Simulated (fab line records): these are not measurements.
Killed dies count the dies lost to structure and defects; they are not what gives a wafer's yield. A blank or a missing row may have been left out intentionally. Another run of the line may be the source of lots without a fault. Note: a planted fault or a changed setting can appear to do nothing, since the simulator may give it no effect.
Chamber matching + flow nand-harc + NHARC_A_STAIRCASE_CMP_472 on cmp-03: 4 sister chambers
The step polishes SiO2. 4 wafers are shown with their chamber, then 9 later ones without.

== WAFERS PAIRED WITH THEIR CHAMBERS ==
| wafer  | chamber | motor-current-A (A) |
|--------|---------|---------------------|
| L091.2 | 3       | 11.0                |
| L094.3 | 0       | 9.6                 |
| L094.4 | 1       | 11.1                |
| L094.5 | 2       | 11.2                |

== WAFERS WITHOUT THEIR CHAMBER ==
| wafer  | motor-current-A (A) |
|--------|---------------------|
| L095.2 | 11.1                |
| L095.4 | 10.5                |
| L095.6 | 9.7                 |
| L096.2 | 9.8                 |
| L096.4 | 11.0                |
| L096.6 | 9.7                 |
| L097.4 | 11.0                |
| L097.5 | 11.1                |
| L097.6 | 8.8                 |

== THE CHAMBER EACH PASSED THROUGH ==
| wafer  | from the rows above               | in truth |
|--------|-----------------------------------|----------|
| L095.2 | can't be placed: 1 or 2 or 3      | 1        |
| L095.4 | can't be placed: 3 or 1 or 2 or 0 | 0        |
| L095.6 | 0                                 | 0        |
| L096.2 | 0                                 | 0        |
| L096.4 | can't be placed: 3 or 1 or 2      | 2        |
| L096.6 | 0                                 | 0        |
| L097.4 | can't be placed: 3 or 1 or 2      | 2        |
| L097.5 | can't be placed: 1 or 2 or 3      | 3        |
| L097.6 | 0                                 | 0        |
Correct placement for 4 of the 9. Can't be placed from these rows: 5 (the true chamber is among the candidates in 5). Wrongly placed: 0.
How it was worked out, from the rows above alone: a wafer's distance from a chamber is the root of the sum, over the readings, of the square of ((its reading less the chamber's mean) divided by the reading's scatter). If the next closest chamber is less than 2 further off than the closest, the wafer can't be placed; otherwise it belongs to the closest. For every chamber, the mean is computed from those of its wafers that are shown. The scatter: root of mean squared gap, hidden wafer to nearest shown wafer, with one shown wafer a chamber.
